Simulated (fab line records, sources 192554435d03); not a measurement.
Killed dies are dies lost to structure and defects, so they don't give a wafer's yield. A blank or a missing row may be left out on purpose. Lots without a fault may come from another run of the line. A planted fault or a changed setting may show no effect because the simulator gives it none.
Chamber matching | flow n5_finfet | N5_MIM_TOP_ALD_00 on ald_hk-02: 4 sister chambers
The step deposits Al2O3, purge time 3 s, co reactant pulse time 3 s. 27 wafers are shown with their chamber, then 12 later ones without.

WAFERS WITH THEIR CHAMBER
wafer  | chamber | precursor_pulse_height_rel
L077.3 | 2       | 1.007
L077.4 | 1       | 0.985
L077.6 | 0       | 1.012
L083.1 | 2       | 0.963
L083.4 | 0       | 1.053
L083.5 | 1       | 1.015
L082.1 | 1       | 1.014
L082.2 | 2       | 1.034
L082.6 | 2       | 1.022
L087.3 | 3       | 1.008
L087.4 | 2       | 1.002
L087.6 | 3       | 0.995
L084.3 | 3       | 1.005
L084.5 | 0       | 0.975
L084.6 | 3       | 1.005
L091.1 | 0       | 1.017
L091.2 | 2       | 0.997
L091.3 | 1       | 1.008
L091.4 | 3       | 0.987
L091.5 | 3       | 1.001
L091.6 | 2       | 1.000
L094.1 | 1       | 0.966
L094.2 | 2       | 0.992
L094.3 | 3       | 0.989
L094.4 | 0       | 1.000
L094.5 | 3       | 0.998
L094.6 | 2       | 1.001

SIGNATURES (means of the wafers above)
reading                    | chamber 0 | chamber 1 | chamber 2 | chamber 3 | scatter within a chamber
precursor_pulse_height_rel | 1.01140   | 0.99760   | 1.00200   | 0.99850   | 0.0193
Rule: a wafer's distance from a chamber is the root of the sum, over the readings, of the square of ((its reading less the chamber's mean) divided by the reading's scatter). The wafer belongs to the nearest chamber; if the next one is less than 2 further off, it can't be placed. The scatter: the root of (the sum of the squares of (reading less its chamber's mean) over the shown wafers, divided by (wafers less chambers)).

WAFERS WITHOUT THEIR CHAMBER
wafer  | precursor_pulse_height_rel
L090.1 | 0.992
L090.2 | 0.994
L090.3 | 1.017
L090.4 | 1.007
L090.5 | 0.999
L090.6 | 0.982
L096.2 | 1.004
L096.4 | 1.008
L096.6 | 1.002
L097.1 | 1.021
L097.5 | 0.994
L097.6 | 0.988

WHICH CHAMBER EACH WENT THROUGH
wafer  | from the rows above               | in truth
L090.1 | can't be placed: 1 or 3 or 2 or 0 | 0
L090.2 | can't be placed: 1 or 3 or 2 or 0 | 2
L090.3 | can't be placed: 0 or 2 or 3 or 1 | 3
L090.4 | can't be placed: 0 or 2 or 3 or 1 | 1
L090.5 | can't be placed: 3 or 1 or 2 or 0 | 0
L090.6 | can't be placed: 1 or 3 or 2 or 0 | 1
L096.2 | can't be placed: 2 or 3 or 1 or 0 | 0
L096.4 | can't be placed: 0 or 2 or 3 or 1 | 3
L096.6 | can't be placed: 2 or 3 or 1 or 0 | 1
L097.1 | can't be placed: 0 or 2 or 3 or 1 | 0
L097.5 | can't be placed: 1 or 3 or 2 or 0 | 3
L097.6 | can't be placed: 1 or 3 or 2 or 0 | 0
Placed correctly: 0 of 12. Can't be placed from these rows: 12 (the true chamber is among the candidates in 12). Placed wrongly: 0.
